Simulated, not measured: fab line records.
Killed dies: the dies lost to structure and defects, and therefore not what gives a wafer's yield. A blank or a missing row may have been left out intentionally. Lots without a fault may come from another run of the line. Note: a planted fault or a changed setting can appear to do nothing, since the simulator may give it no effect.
A lot that was struck, set against a sound lot || flow n5-finfet || 36 out of 1938 route steps
Sound: wafers L779.1, L779.4, L779.5. Struck: wafer L770.4. (L770.1, L770.2 of the same lot were not struck and are left out.) The cause comes at the end.
Each step with rows lists, per side, the tool, then ch with its chambers, then its first start. Under that, the readings that differ: sound wafers || struck wafers || difference of the means || sigmas: that difference in standard deviations of wafers without a fault.
alike: a reading whose means differ by less than 2 such deviations, as well as words and numbers matching on both sides. not compared: withheld readings; readings where some wafer has no value; bounds like >300 that might hide an equal value; numbers whose values overlap and for which the record gives no deviation.
The two part at a step that has a row with sigmas, a row that says differs or no value, or rows on one side only. Non-overlapping numbers with no deviation appear without sigmas and do not part them. Lack of a reading on every wafer of one side parts them only where that side has two or more wafers.

first, 9 steps without rows for these wafers: N5_PMOS_HMC_CHANNEL_EPI_PRECLEAN_40 (cleans in DHF, time 30 s); N5_PMOS_HMC_CHANNEL_EPI_PRECLEAN_37 (cleans in O3/DIW, time 45 s); N5_PMOS_HMC_CHANNEL_EPI_PRECLEAN_24 (cleans in DHF, time 30 s); N5_PMOS_HMC_CHANNEL_EPI_SRD_25 (time 30 s); N5_PMOS_HMC_CHANNEL_EPI_EPI_26 (deposits Si from SiH4/H2, target thk 3.8 nm, time 22.7 s); N5_FIN_SAQP_PRECLEAN_42 (cleans in O3/DIW, time 60 s); N5_FIN_SAQP_PRECLEAN_00 (cleans in SC1, time 60 s); N5_FIN_SAQP_PRECLEAN_44 (cleans in SC2, time 45 s); N5_FIN_SAQP_SRD_01 (time 30 s).
N5_FIN_SAQP_ALD_61: deposits SiO2, target thk 4 nm, pulse time 1 s, purge time 2 s.
  sound on ald-sin-04 ch 2,3, day 5 21:34; struck on ald-sin-02 ch 1, day 3 15:12
{"reading": "susceptor-temp-C (C)", "sound": "300.23 299.79 299.87", "struck": 280.79, "difference": -19.17, "sigmas": -91}
{"reading": "model.SiO2_of_FIN_SAQP_ALD_61.thk-nm (nm)", "sound": "4.009 4.013 4.017", "struck": 4.27, "difference": "+0.26", "sigmas": ""}
  alike: chamber-pressure-Torr, heater-power-outer-w, heater-power-w, precursor-pulse-height-rel
then, 24 steps without rows for these wafers: N5_FIN_SAQP_DENSIFY_62 (time 60 s); N5_FIN_SAQP_HM_DEP_03 (deposits SiNx from SiH4/NH3/N2, target thk 38 nm, time 33.6 s); N5_FIN_SAQP_PECVD_47 (deposits a-Si from SiH4/He, target thk 45 nm, time 36.3 s); N5_FIN_SAQP_PECVD_48 (deposits SiNx from SiH4/NH3/N2, target thk 25 nm, time 22.1 s); N5_FIN_SAQP_PECVD_06 (deposits a-Si from SiH4/He, target thk 60 nm, time 48.1 s); N5_FIN_SAQP_HM_DEP_72 (deposits SiO2 from SiH4/N2O, target thk 12 nm, time 7.2 s); N5_FIN_SAQP_COAT_49 (time 60 s, resist thk 100 nm); N5_FIN_SAQP_COAT_50 (time 60 s, resist thk 35 nm); N5_FIN_SAQP_COAT_10 (resist thk 90 nm); N5_FIN_SAQP_EBR_12; N5_FIN_SAQP_SOFTBAKE_11 (time 60 s); N5_FIN_SAQP_EXPOSE_13 (exposes mask FIN CORE, target cd 35.6 nm); N5_FIN_SAQP_PEB_14 (peb time 60 s); N5_FIN_SAQP_DEVELOP_15 (develop time 30 s); N5_FIN_SAQP_DESCUM_21 (chemistry O2, time 7.9 s); N5_FIN_SAQP_ETCH_51 (etches SiARC in CF4, target depth 45.5 nm, time 75.8 s); N5_FIN_SAQP_ETCH_52 (etches SOC in N2/H2, target depth 100 nm, overetch 20 nm, time 150 s); N5_FIN_SAQP_STRIP_53 (strips in N2/H2); N5_FIN_SAQP_HM_OPEN_73 (chemistry CHF3/O2, target SiO2, stops on a-Si, target depth 12 nm, time 16.8 s); N5_FIN_SAQP_STRIP_74 (strips in CHF3/O2); N5_FIN_SAQP_MANDREL_ETCH_22 (etches a-Si in HBr/Cl2, stops on SiNx, target depth 60 nm, bt time 10 s, time 30 s); N5_FIN_SAQP_STRIP_55 (strips in N2/H2); N5_FIN_SAQP_STRIP_23 (strips in SPM, time 750 s); N5_FIN_SAQP_SRD_66 (time 30 s).
N5_FIN_CUT_CUT_ETCH_27: etches SiO2 in CHF3/O2, target depth 4 nm, overetch 2 nm, time 4.9 s.
  sound on rie-diel-02 ch 0,1,3, day 6 04:04; struck on rie-diel-01 ch 3, day 3 22:37
{"reading": "oes-product-au (a.u.)", "sound": "0.55 0.56 0.62", "struck": 0.78, "difference": "+0.20", "sigmas": "+3"}
{"reading": "rf-vpp-V (V)", "sound": "526 527 524", "struck": 535, "difference": "+9", "sigmas": "+2"}
{"reading": "model.etch.depth-nm (nm)", "sound": "4.009 4.013 4.017", "struck": 4.27, "difference": "+0.26", "sigmas": ""}
  alike: drypump-motor-current-A, showerhead-plenum-p-Torr, throttle-valve-pct
  not compared: rf-hours-counter-h
-- a jump in the record: the struck wafers' starts before and after are 6 days apart (it breaks off in module FIN_CUT and resumes in module BEOL_M4, where the first step shown is number 1111 of the route) --
N5_BEOL_M4_RC_MEAS_101:
  sound on prober-01 ch 0, day 12 01:26; struck on prober-01 ch 0, day 9 22:14
  alike: DIBL_N, DIBL_P, IOFF_N, IOFF_P, ION_N, ION_P, SS_N, SS_P, VT_N, VT_P

WHERE THEY PART
At N5_FIN_SAQP_ALD_61 first; at N5_FIN_CUT_CUT_ETCH_27 last (within this record only). Later steps at which nothing parts them and some readings are alike: N5_BEOL_M4_RC_MEAS_101.

WHY: what had been put in by the simulator
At N5_FIN_SAQP_ALD_61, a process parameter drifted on ald-sin-02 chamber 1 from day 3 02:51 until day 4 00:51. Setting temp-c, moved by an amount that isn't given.
